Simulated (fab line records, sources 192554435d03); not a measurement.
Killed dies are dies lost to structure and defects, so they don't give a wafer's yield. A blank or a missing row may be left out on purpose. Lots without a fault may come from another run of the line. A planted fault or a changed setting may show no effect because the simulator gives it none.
Problem report in the 8D (eight disciplines) form, filled by code | flow n5_finfet | the parts of the form that need people (team, actions taken, sign-off) are left out

1. THE PROBLEM
exposure_dose_mJ_cm2 at N5_ZERO_LAYER_EXPOSE_08 reads a mean of 16.123 on 1 wafer of 1 lot; wafers without a fault read 16.190 with a standard deviation of 0.015. That is -4.5 standard deviations from the usual mean.
The step: exposes mask ZERO, defocus 0 nm, target cd 2000 nm.
First seen on wafer L114.2, day 6 18:28, on krf_scanner-02. The record holds 28 wafers of 10 lots with a number at this step. Rule for "out", or "out of limits": more than 4 standard deviations from the usual mean. The other wafers with a number count as sound.

2. WHAT IT IS AND WHAT IT IS NOT
question                    | is                     | is not
which readings at this step | exposure_dose_mJ_cm2   | -
which lots                  | L114                   | L101, L102, L103, L104, L105, L106, L112, L993, L995
which wafers of those lots  | all that have a number | -
read on which tools         | krf_scanner-02         | krf_scanner-01
when                        | from day 6 18:28       | up to then (27 sound wafers)

3. SUSPECTS, AND WHAT RULES EACH OUT
Counting: a tool at a process step up to the reading stays a suspect if it ran every lot that is out and no sound lot after the first of them.
- krf_scanner-02 at N5_ZERO_LAYER_EXPOSE_08 (exposes mask ZERO, defocus 0 nm, target cd 2000 nm): kept. It ran the lot that is out, L114 (day 6 18:28), and no sound lot after that; its last sound lot up to then is L112 (day 6 06:35). Its own readings are out on those wafers: exposure_dose_mJ_cm2.
Left after counting: krf_scanner-02 at N5_ZERO_LAYER_EXPOSE_08.

4. THE CAUSE (what the simulator had put in)
Process parameter drift: krf_scanner-02, from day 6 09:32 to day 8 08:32, at N5_ZERO_LAYER_EXPOSE_08. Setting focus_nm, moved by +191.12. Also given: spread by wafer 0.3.
Counting left only this tool.

5. THE CHAIN OF EFFECTS, in route order
Each row: a reading whose mean over the struck wafers that have a number lies more than 3 standard deviations from the usual. Only readings for which the record gives a usual standard deviation are gone through. hours: the time from each lot's start at the first step in this table that gives one to its start at this step, as a median over the lots. sigmas: the change in usual standard deviations.
hours | step                    | reading              | usual  | on struck wafers | change | sigmas
0     | N5_ZERO_LAYER_EXPOSE_08 | exposure_dose_mJ_cm2 | 16.190 | 16.123           | -0.067 | -4.5
The process steps in it:
- N5_ZERO_LAYER_EXPOSE_08: exposes mask ZERO, defocus 0 nm, target cd 2000 nm.
Later measuring or inspecting steps at which every struck wafer that the step has a row for has a number for every such reading, and none has moved that far: N5_FIN_SAQP_THK_MEAS_05, N5_BEOL_M4_RC_MEAS_101.

6. WHAT WOULD HAVE CAUGHT IT SOONER
In this record the first reading out of limits was taken at day 6 18:28, 9 hours after the fault began at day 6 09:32.
